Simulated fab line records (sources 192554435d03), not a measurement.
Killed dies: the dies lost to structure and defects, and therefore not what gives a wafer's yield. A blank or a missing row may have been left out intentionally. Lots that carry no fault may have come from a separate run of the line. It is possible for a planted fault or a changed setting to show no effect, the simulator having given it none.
Which tool is to blame? + flow n5 finfet + 27 wafers from 9 lots sampled at 5 of the route's 1938 steps

## WHAT EACH GAUGE READ, for each wafer
N5_DUMMY_REMOVAL_INSPECT_06: inspects for defects (brightfield). Usual: raw defect count at 11, with a standard deviation of 4.8.
| lot  | measured    | on                | raw defect count | flag |
|------|-------------|-------------------|------------------|------|
| L681 | day 5 05:49 | defect inspect-02 | 9 2 8            |      |
| L682 | day 5 09:05 | defect inspect-02 | 13 13 7          |      |
| L683 | day 5 15:09 | defect inspect-02 | 15 20 20         |      |
| L684 | day 5 22:05 | defect inspect-02 | 7 12 5           |      |
| L685 | day 6 01:38 | defect inspect-01 | 17 11 8          |      |
| L686 | day 6 10:13 | defect inspect-02 | 15 14 10         |      |
| L696 | day 9 00:52 | defect inspect-01 | 7 8 20           |      |
| L697 | day 9 07:14 | defect inspect-01 | 12 11 13         |      |
| L699 | day 9 15:49 | defect inspect-01 | 9 8 7            |      |

N5_BEOL_M4_RC_MEAS_101. Usual: DIBL_N 36.3 mV/V, standard deviation 1; DIBL_P 36.2 mV/V, standard deviation 1.4; IOFF_N 0.157 nA/um, standard deviation 0.021; IOFF_P 0.206 nA/um, standard deviation 0.025; ION_N 673 uA/um, standard deviation 9; ION_P 461 uA/um, standard deviation 6.4; SS_N 71.5 mV/dec, standard deviation 0.5; SS_P 73.2 mV/dec, standard deviation 0.47; VT_N 249.9 mV, standard deviation 2.4; VT_P -250.6 mV, standard deviation 2.9.
| lot  | measured     | on        | DIBL_N (mV/V)  | DIBL_P (mV/V)  | IOFF_N (nA/um)    | IOFF_P (nA/um)    | ION_N (uA/um) | ION_P (uA/um) | SS_N (mV/dec)  | SS_P (mV/dec)  | VT_N (mV)         | VT_P (mV)            | flag |
|------|--------------|-----------|----------------|----------------|-------------------|-------------------|---------------|---------------|----------------|----------------|-------------------|----------------------|------|
| L681 | day 9 07:38  | prober-02 | 36.7 35.1 35.3 | 37.4 36.1 36.2 | 0.170 0.145 0.144 | 0.224 0.196 0.196 | 669 665 661   | 464 456 458   | 72.4 71.5 70.9 | 73.5 73.2 73.4 | 247.3 251.9 251.8 | -249.1 -252.0 -252.4 |      |
| L682 | day 9 09:32  | prober-01 | 37.5 39.5 38.3 | 35.9 38.7 37.6 | 0.151 0.202 0.181 | 0.199 0.242 0.226 | 668 686 686   | 464 467 469   | 71.5 72.3 71.5 | 73.9 73.3 73.5 | 250.2 246.9 250.7 | -249.6 -247.3 -250.6 |      |
| L683 | day 9 13:46  | prober-01 | 37.1 36.2 36.3 | 38.0 37.4 37.1 | 0.200 0.189 0.183 | 0.260 0.241 0.251 | 676 673 676   | 464 463 465   | 72.4 71.8 71.9 | 74.0 73.5 74.3 | 247.1 246.8 249.2 | -247.2 -248.0 -246.9 |      |
| L684 | day 9 14:26  | prober-02 | 36.2 36.6 36.2 | 35.7 35.6 35.8 | 0.148 0.154 0.151 | 0.186 0.178 0.182 | 673 675 677   | 457 456 467   | 71.8 71.9 71.1 | 73.9 72.4 73.3 | 250.7 248.6 250.7 | -252.1 -251.9 -252.5 |      |
| L685 | day 9 19:16  | prober-02 | 35.4 36.5 36.2 | 35.4 36.8 35.5 | 0.140 0.175 0.159 | 0.184 0.206 0.190 | 663 685 661   | 452 466 450   | 70.8 72.0 71.9 | 73.5 73.5 73.4 | 252.7 246.5 250.9 | -250.2 -250.4 -253.5 |      |
| L686 | day 9 23:08  | prober-02 | 35.7 37.5 35.7 | 34.6 36.7 34.4 | 0.132 0.153 0.135 | 0.181 0.209 0.178 | 668 664 659   | 458 459 457   | 71.7 71.8 71.9 | 72.9 73.6 72.6 | 250.7 251.9 251.5 | -251.4 -250.8 -251.0 |      |
| L696 | day 12 23:17 | prober-01 | 35.8 34.6 35.3 | 36.5 35.0 35.7 | 0.162 0.136 0.152 | 0.227 0.198 0.210 | 680 670 677   | 469 467 468   | 71.4 71.5 71.4 | 74.0 72.7 73.7 | 245.4 251.9 251.6 | -247.4 -251.0 -245.4 |      |
| L697 | day 13 01:10 | prober-01 | 35.8 36.5 35.6 | 34.6 34.8 34.3 | 0.141 0.147 0.142 | 0.206 0.210 0.208 | 679 665 681   | 470 463 472   | 71.0 71.5 71.0 | 73.2 72.5 72.6 | 250.3 248.9 250.8 | -247.9 -246.2 -247.9 |      |
| L699 | day 13 18:34 | prober-02 | 36.6 37.6 36.7 | 39.0 40.5 38.5 | 0.183 0.208 0.187 | 0.210 0.230 0.207 | 688 697 686   | 469 462 462   | 71.7 71.7 72.0 | 73.4 73.7 73.4 | 246.7 247.3 246.2 | -247.7 -248.8 -249.5 |      |

## WHICH TOOL RAN EACH LOT (tool, then ch and the chambers of the sampled wafers, then the start)
| lot  | N5_HKMG_FIN_HK_ALD_01           | N5_HKMG_FIN_DESCUM_53             | N5_HKMG_FIN_ALD_36                 |
|------|---------------------------------|-----------------------------------|------------------------------------|
| L681 | ald hk-02 ch 0,3, day 5 06:11   | rie diel-02 ch 1,3, day 5 07:13   | ald metal-03 ch 0,2,3, day 5 09:20 |
| L682 | ald hk-01 ch 1,2, day 5 09:26   | rie diel-04 ch 0,2,3, day 5 10:28 | ald metal-03 ch 0,1,2, day 5 12:36 |
| L683 | ald hk-03 ch 0,2, day 5 15:31   | rie diel-02 ch 0,1,2, day 5 16:50 | ald metal-02 ch 0,2, day 5 19:06   |
| L684 | ald hk-03 ch 0,3, day 5 22:26   | rie diel-02 ch 0,3, day 5 23:39   | ald metal-02 ch 1,3, day 6 01:47   |
| L685 | ald hk-03 ch 0,1,3, day 6 01:59 | rie diel-04 ch 0,2,3, day 6 03:22 | ald metal-03 ch 1,2,3, day 6 05:38 |
| L686 | ald hk-01 ch 1,2,3, day 6 10:35 | rie diel-02 ch 0,1,3, day 6 11:29 | ald metal-03 ch 0,1,3, day 6 13:41 |
| L696 | ald hk-01 ch 0,1,3, day 9 01:18 | rie diel-06 ch 0,1,2, day 9 04:04 | ald metal-03 ch 0,2, day 9 06:17   |
| L697 | ald hk-01 ch 0,2,3, day 9 07:36 | rie diel-02 ch 0,2,3, day 9 10:41 | ald metal-03 ch 0,1,2, day 9 12:51 |
| L699 | ald hk-01 ch 1,2,3, day 9 16:10 | rie diel-06 ch 0,1,3, day 9 17:14 | ald metal-03 ch 1,2,3, day 9 19:23 |
- N5_HKMG_FIN_HK_ALD_01: deposits HfO2, target thk 1.6 nm, pulse time 3 s, purge time 3 s.
- N5_HKMG_FIN_DESCUM_53: chemistry O2, time 7.9 s.
- N5_HKMG_FIN_ALD_36: deposits TiN, target thk 1 nm, pulse time 1 s, purge time 3 s.

## WHAT THE TOOLS THEMSELVES READ (means of the sampled wafers that have a number; where no wafer has one, the mark that the record gives instead)
N5_HKMG_FIN_HK_ALD_01. Usual: precursor pulse height rel at 1.000, with a standard deviation of 0.018.
| lot  | tool      | precursor pulse height rel | flag |
|------|-----------|----------------------------|------|
| L681 | ald hk-02 | 0.994                      |      |
| L682 | ald hk-01 | 1.000                      |      |
| L683 | ald hk-03 | 0.990                      |      |
| L684 | ald hk-03 | 0.997                      |      |
| L685 | ald hk-03 | 0.980                      |      |
| L686 | ald hk-01 | 0.998                      |      |
| L696 | ald hk-01 | 1.014                      |      |
| L697 | ald hk-01 | 1.007                      |      |
| L699 | ald hk-01 | 1.012                      |      |

N5_HKMG_FIN_DESCUM_53. Usual: drypump motor current A 5.8 A, standard deviation 0.54; oes product au 0.78 a.u., standard deviation 0.088; rf vpp V 243.1 V, standard deviation 1.3; showerhead plenum p Torr 2.10 Torr, standard deviation 0.067; temp c 40.00 C, standard deviation 0.098; throttle valve pct 20.48 %, standard deviation 0.27.
| lot  | tool        | drypump motor current A (A) | oes product au (a.u.) | rf vpp V (V) | showerhead plenum p Torr (Torr) | temp c (C) | throttle valve pct (%) | flag |
|------|-------------|-----------------------------|-----------------------|--------------|---------------------------------|------------|------------------------|------|
| L681 | rie diel-02 | 5.4                         | 0.71                  | 243.8        | 2.14                            | 39.93      | 20.69                  |      |
| L682 | rie diel-04 | 6.1                         | 0.82                  | 242.8        | 2.12                            | 40.09      | 20.45                  |      |
| L683 | rie diel-02 | 5.8                         | 0.84                  | 243.2        | 2.11                            | 40.02      | 20.36                  |      |
| L684 | rie diel-02 | 5.2                         | 0.86                  | 242.9        | 2.06                            | 40.05      | 20.26                  |      |
| L685 | rie diel-04 | 6.1                         | 0.82                  | 243.2        | 2.12                            | 39.97      | 20.46                  |      |
| L686 | rie diel-02 | 5.3                         | 0.77                  | 243.6        | 2.10                            | 40.03      | 20.48                  |      |
| L696 | rie diel-06 | 6.2                         | 0.74                  | 242.4        | 2.07                            | 39.94      | 20.40                  |      |
| L697 | rie diel-02 | 5.6                         | 0.79                  | 242.4        | 2.07                            | 39.94      | 20.46                  |      |
| L699 | rie diel-06 | 5.8                         | 0.76                  | 242.1        | 2.10                            | 39.93      | 20.48                  |      |

N5_HKMG_FIN_ALD_36. Usual: heater power w 869 W, standard deviation 110; precursor pulse height rel 1.000, standard deviation 0.019; susceptor temp C 400.01 C, standard deviation 0.22.
| lot  | tool         | heater power w (W) | precursor pulse height rel | susceptor temp C (C) | flag |
|------|--------------|--------------------|----------------------------|----------------------|------|
| L681 | ald metal-03 | 775                | 0.983                      | 400.00               |      |
| L682 | ald metal-03 | 873                | 0.990                      | 399.84               |      |
| L683 | ald metal-02 | 875                | 0.997                      | 399.95               |      |
| L684 | ald metal-02 | 956                | 0.992                      | 400.14               |      |
| L685 | ald metal-03 | 833                | 0.995                      | 403.75               | OFF  |
| L686 | ald metal-03 | 807                | 1.008                      | 403.90               | OFF  |
| L696 | ald metal-03 | 850                | 1.016                      | 399.83               |      |
| L697 | ald metal-03 | 862                | 0.997                      | 400.02               |      |
| L699 | ald metal-03 | 818                | 1.014                      | 400.28               |      |

## THE ANSWER, worked out from the rows above alone
Rule: a lot is off if the mean of its wafers that have a number lies more than 3 standard deviations from the usual mean. Also off: a lot with no number at a reading for which 4 or more lots have one. All remaining lots with rows at the step are treated as sound. First the gauges in route order, then the tools' own readings, where a lot's mean is used as printed above. At the first step where some lot is off, the reading lying furthest off is the one used; lots without a number count as furthest.
Off, at N5_HKMG_FIN_ALD_36 on susceptor temp C: L685, L686.
If a tool, at that step or one of the process steps before it, ran each lot that is off and ran no sound lot following the first of them, it fits. Not one of the candidates tried fits.

## WHAT THE SIMULATOR PUT IN
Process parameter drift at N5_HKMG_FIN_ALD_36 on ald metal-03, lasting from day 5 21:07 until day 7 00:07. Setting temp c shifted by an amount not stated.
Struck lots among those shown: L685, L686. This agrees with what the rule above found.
